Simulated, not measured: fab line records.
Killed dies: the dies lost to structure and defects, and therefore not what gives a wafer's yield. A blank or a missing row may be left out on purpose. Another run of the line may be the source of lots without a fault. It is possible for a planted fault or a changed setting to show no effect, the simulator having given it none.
Which tool is to blame?	flow n5_finfet	24 lots with 72 wafers sampled at 5 steps, on a route of 1938 steps

## WHAT THE GAUGES SHOWED, per wafer
N5_BEOL_M5_INSPECT_58: inspects for defects (darkfield). Usual: raw_defect_count at 65, with a standard deviation of 23.
lot	measured	on	raw_defect_count	flag
L074	day 8 01:58	defect_inspect-02	60 51 46	
L075	day 8 17:38	defect_inspect-02	31 40 40	
L076	day 8 20:53	defect_inspect-01	59 91 55	
L077	day 8 21:37	defect_inspect-02	129 158 84	
L078	day 9 13:31	defect_inspect-02	35 43 45	
L079	day 9 15:38	defect_inspect-01	33 51 83	
L080	day 9 21:10	defect_inspect-01	71 89 60	
L081	day 9 23:32	defect_inspect-02	59 73 42	
L082	day 10 15:43	defect_inspect-02	86 75 59	
L083	day 10 17:48	defect_inspect-02	35 39 81	
L084	day 10 20:58	defect_inspect-02	86 56 85	
L085	day 10 23:10	defect_inspect-02	56 50 56	
L086	day 11 17:41	defect_inspect-01	66 65 53	
L087	day 11 22:22	defect_inspect-02	38 41 54	
L088	day 11 21:44	defect_inspect-02	62 46 69	
L089	day 12 02:47	defect_inspect-02	42 114 37	
L090	day 12 15:28	defect_inspect-02	75 60 77	
L091	day 13 14:13	defect_inspect-01	30 47 64	
L092	day 12 22:37	defect_inspect-02	112 88 66	
L093	day 13 07:10	defect_inspect-01	51 102 54	
L094	day 13 04:21	defect_inspect-01	76 53 53	
L095	day 13 23:57	defect_inspect-02	53 57 29	
L096	day 14 06:33	defect_inspect-01	47 58 70	
L097	day 14 21:00	defect_inspect-01	69 80 104	

## TOOL THAT RAN EACH LOT (tool first, then ch and the chambers of the sampled wafers, then the start)
lot	N5_BEOL_M4_PRE_CLEAN_45	N5_BEOL_M4_SPUTTER_92	N5_BEOL_M5_ANNEAL_89	N5_BEOL_M5_ANNEAL_51
L074	pvd_sputter-02, day 7 10:55	pvd_sputter-02, day 7 12:54	pvd_sputter-01, day 7 23:53	rtp_anneal-02 ch 0, day 8 01:14
L075	pvd_sputter-02, day 8 02:17	pvd_sputter-01, day 8 04:39	pvd_sputter-01, day 8 15:32	rtp_anneal-01 ch 0, day 8 16:47
L076	pvd_sputter-02, day 8 05:17	pvd_sputter-02, day 8 07:10	pvd_sputter-03, day 8 18:47	rtp_anneal-02 ch 0, day 8 20:00
L077	pvd_sputter-03, day 8 05:56	pvd_sputter-01, day 8 07:50	pvd_sputter-02, day 8 19:23	rtp_anneal-02 ch 0, day 8 20:39
L078	pvd_sputter-03, day 8 21:23	pvd_sputter-03, day 8 23:14	pvd_sputter-02, day 9 11:25	rtp_anneal-01 ch 0, day 9 12:38
L079	pvd_sputter-03, day 8 21:35	pvd_sputter-01, day 9 00:56	pvd_sputter-03, day 9 13:25	rtp_anneal-01 ch 0, day 9 14:48
L080	pvd_sputter-03, day 9 04:17	pvd_sputter-03, day 9 06:08	pvd_sputter-02, day 9 19:04	rtp_anneal-01 ch 0, day 9 20:17
L081	pvd_sputter-02, day 9 04:48	pvd_sputter-01, day 9 07:35	pvd_sputter-03, day 9 21:27	rtp_anneal-01 ch 0, day 9 22:42
L082	pvd_sputter-03, day 9 23:17	pvd_sputter-01, day 10 01:31	pvd_sputter-01, day 10 13:35	rtp_anneal-02 ch 0, day 10 14:48
L083	pvd_sputter-02, day 10 01:11	pvd_sputter-03, day 10 03:19	pvd_sputter-02, day 10 15:43	rtp_anneal-01 ch 0, day 10 16:55
L084	pvd_sputter-02, day 10 01:17	pvd_sputter-02, day 10 03:38	pvd_sputter-03, day 10 18:52	rtp_anneal-02 ch 0, day 10 20:05
L085	pvd_sputter-03, day 10 06:41	pvd_sputter-02, day 10 09:04	pvd_sputter-02, day 10 20:56	rtp_anneal-01 ch 0, day 10 22:19
L086	pvd_sputter-02, day 11 01:49	pvd_sputter-02, day 11 03:48	pvd_sputter-01, day 11 15:33	rtp_anneal-01 ch 0, day 11 16:49
L087	pvd_sputter-01, day 11 04:48	pvd_sputter-02, day 11 06:49	pvd_sputter-01, day 11 20:17	rtp_anneal-01 ch 0, day 11 21:35
L088	pvd_sputter-02, day 11 05:07	pvd_sputter-03, day 11 07:17	pvd_sputter-02, day 11 19:38	rtp_anneal-02 ch 0, day 11 20:56
L089	pvd_sputter-03, day 11 11:34	pvd_sputter-03, day 11 13:29	pvd_sputter-02, day 12 00:40	rtp_anneal-02 ch 0, day 12 02:01
L090	pvd_sputter-02, day 11 21:13	pvd_sputter-03, day 12 00:47	pvd_sputter-01, day 12 13:21	rtp_anneal-01 ch 0, day 12 14:40
L091	pvd_sputter-02, day 12 01:48	pvd_sputter-01, day 12 03:52	pvd_sputter-02, day 13 12:05	rtp_anneal-01 ch 0, day 13 13:18
L092	pvd_sputter-02, day 12 06:26	pvd_sputter-03, day 12 08:29	pvd_sputter-03, day 12 20:32	rtp_anneal-01 ch 0, day 12 21:44
L093	pvd_sputter-02, day 12 09:17	pvd_sputter-03, day 12 11:08	pvd_sputter-01, day 13 04:58	rtp_anneal-02 ch 0, day 13 06:20
L094	pvd_sputter-02, day 12 12:32	pvd_sputter-01, day 12 15:45	pvd_sputter-03, day 13 02:16	rtp_anneal-01 ch 0, day 13 03:28
L095	pvd_sputter-03, day 13 09:16	pvd_sputter-01, day 13 11:05	pvd_sputter-01, day 13 21:35	rtp_anneal-01 ch 0, day 13 23:04
L096	pvd_sputter-02, day 13 14:13	pvd_sputter-03, day 13 16:29	pvd_sputter-03, day 14 04:21	rtp_anneal-02 ch 0, day 14 05:34
L097	pvd_sputter-02, day 14 05:37	pvd_sputter-01, day 14 07:41	pvd_sputter-02, day 14 18:48	rtp_anneal-02 ch 0, day 14 20:01
- N5_BEOL_M4_PRE_CLEAN_45: time 30 s.
- N5_BEOL_M4_SPUTTER_92: material Cu, target thk 4.5 nm, time 8.29 s.
- N5_BEOL_M5_ANNEAL_89: time 1800 s.
- N5_BEOL_M5_ANNEAL_51: time 90 s.

## AS READ BY THE TOOLS THEMSELVES (means over the sampled wafers that have a number; for cases with no such wafer, the mark the record gives instead)
N5_BEOL_M4_PRE_CLEAN_45. Usual: heater_power_w at 324 W, with a standard deviation of 27.
lot	tool	heater_power_w (W)	flag
L074	pvd_sputter-02	333	
L075	pvd_sputter-02	343	
L076	pvd_sputter-02	342	
L077	pvd_sputter-03	333	
L078	pvd_sputter-03	299	
L079	pvd_sputter-03	318	
L080	pvd_sputter-03	290	
L081	pvd_sputter-02	341	
L082	pvd_sputter-03	308	
L083	pvd_sputter-02	346	
L084	pvd_sputter-02	331	
L085	pvd_sputter-03	313	
L086	pvd_sputter-02	332	
L087	pvd_sputter-01	346	
L088	pvd_sputter-02	332	
L089	pvd_sputter-03	270	
L090	pvd_sputter-02	333	
L091	pvd_sputter-02	343	
L092	pvd_sputter-02	335	
L093	pvd_sputter-02	327	
L094	pvd_sputter-02	339	
L095	pvd_sputter-03	289	
L096	pvd_sputter-02	324	
L097	pvd_sputter-02	329	

N5_BEOL_M4_SPUTTER_92. Usual: throttle_valve_pct at 29.6 %, with a standard deviation of 1.2.
lot	tool	throttle_valve_pct (%)	flag
L074	pvd_sputter-02	29.4	
L075	pvd_sputter-01	29.2	
L076	pvd_sputter-02	29.7	
L077	pvd_sputter-01	28.4	
L078	pvd_sputter-03	30.8	
L079	pvd_sputter-01	28.4	
L080	pvd_sputter-03	30.7	
L081	pvd_sputter-01	28.4	
L082	pvd_sputter-01	27.6	
L083	pvd_sputter-03	30.6	
L084	pvd_sputter-02	29.5	
L085	pvd_sputter-02	29.7	
L086	pvd_sputter-02	29.7	
L087	pvd_sputter-02	29.1	
L088	pvd_sputter-03	30.3	
L089	pvd_sputter-03	30.5	
L090	pvd_sputter-03	30.8	
L091	pvd_sputter-01	28.4	
L092	pvd_sputter-03	30.8	
L093	pvd_sputter-03	31.3	
L094	pvd_sputter-01	29.1	
L095	pvd_sputter-01	29.6	
L096	pvd_sputter-03	30.3	
L097	pvd_sputter-01	28.3	

N5_BEOL_M5_ANNEAL_89. Usual: heater_power_w at 810 W, with a standard deviation of 76.
lot	tool	heater_power_w (W)	flag
L074	pvd_sputter-01	818	
L075	pvd_sputter-01	800	
L076	pvd_sputter-03	745	
L077	pvd_sputter-02	836	
L078	pvd_sputter-02	847	
L079	pvd_sputter-03	804	
L080	pvd_sputter-02	840	
L081	pvd_sputter-03	733	
L082	pvd_sputter-01	815	
L083	pvd_sputter-02	828	
L084	pvd_sputter-03	732	
L085	pvd_sputter-02	861	
L086	pvd_sputter-01	879	
L087	pvd_sputter-01	860	
L088	pvd_sputter-02	825	
L089	pvd_sputter-02	840	
L090	pvd_sputter-01	748	
L091	pvd_sputter-02	804	
L092	pvd_sputter-03	774	
L093	pvd_sputter-01	864	
L094	pvd_sputter-03	761	
L095	pvd_sputter-01	880	
L096	pvd_sputter-03	831	
L097	pvd_sputter-02	845	

N5_BEOL_M5_ANNEAL_51. Usual: wafer_temp_C_max at 225.66, with a standard deviation of 0.22.
lot	tool	wafer_temp_C_max	flag
L074	rtp_anneal-02	225.68	
L075	rtp_anneal-01	225.71	
L076	rtp_anneal-02	225.54	
L077	rtp_anneal-02	225.84	
L078	rtp_anneal-01	225.49	
L079	rtp_anneal-01	225.65	
L080	rtp_anneal-01	225.79	
L081	rtp_anneal-01	225.64	
L082	rtp_anneal-02	225.81	
L083	rtp_anneal-01	225.71	
L084	rtp_anneal-02	225.72	
L085	rtp_anneal-01	225.59	
L086	rtp_anneal-01	225.65	
L087	rtp_anneal-01	225.61	
L088	rtp_anneal-02	225.46	
L089	rtp_anneal-02	225.87	
L090	rtp_anneal-01	225.28	
L091	rtp_anneal-01	225.67	
L092	rtp_anneal-01	225.63	
L093	rtp_anneal-02	225.91	
L094	rtp_anneal-01	225.81	
L095	rtp_anneal-01	225.40	
L096	rtp_anneal-02	225.71	
L097	rtp_anneal-02	225.45	

## THE ANSWER, worked out from the rows above alone
Rule: a lot counts as off when the mean over its wafers that have a number is more than 3 standard deviations away from the usual mean. Also off: a lot with no number at a reading for which 4 or more lots have one. Any other lot the step has rows for is counted as sound. Order of review: gauges by route order, followed by the tools' own readings, for which a lot's mean as printed above is used. At the first step where some lot is off, the reading lying furthest off is the one used; lots without a number count as furthest.
No lot is off on any of the readings shown, so nothing can be concluded from this.

## WHAT HAD BEEN PUT IN BY THE SIMULATOR
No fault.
